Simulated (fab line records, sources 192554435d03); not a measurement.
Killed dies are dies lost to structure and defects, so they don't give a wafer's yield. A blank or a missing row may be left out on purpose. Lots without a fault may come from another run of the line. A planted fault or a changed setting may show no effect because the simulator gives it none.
Chamber matching | flow n5_finfet | N5_BEOL_M10_ETCH_62 on rie_diel-04: 4 sister chambers
The step etches SOC in N2/H2, target depth 110 nm, overetch 22 nm, time 165 s. 4 wafers are shown with their chamber, then 9 later ones without.

WAFERS WITH THEIR CHAMBER
wafer  | chamber | showerhead_plenum_p_Torr (Torr)
L078.5 | 2       | 2.64
L088.5 | 3       | 2.46
L090.4 | 1       | 2.41
L090.6 | 0       | 2.71

WAFERS WITHOUT THEIR CHAMBER
wafer  | showerhead_plenum_p_Torr (Torr)
L092.1 | 2.70
L092.3 | 2.40
L092.4 | 2.45
L094.2 | 2.70
L094.4 | 2.70
L094.5 | 2.40
L095.3 | 2.70
L095.5 | 2.70
L095.6 | 2.45

WHICH CHAMBER EACH WENT THROUGH
wafer  | from the rows above | in truth
L092.1 | 0                   | 0
L092.3 | 1                   | 1
L092.4 | 3                   | 3
L094.2 | 0                   | 0
L094.4 | 0                   | 0
L094.5 | 1                   | 1
L095.3 | 0                   | 0
L095.5 | 0                   | 0
L095.6 | 3                   | 3
Placed correctly: 9 of 9. Can't be placed from these rows: 0. Placed wrongly: 0.
How it was worked out, from the rows above alone: a wafer's distance from a chamber is the root of the sum, over the readings, of the square of ((its reading less the chamber's mean) divided by the reading's scatter). The wafer belongs to the nearest chamber; if the next one is less than 2 further off, it can't be placed. A chamber's mean is the mean of its shown wafers. The scatter: with one shown wafer a chamber, the root of the mean of the squares of how far each hidden wafer lies from its nearest shown one.
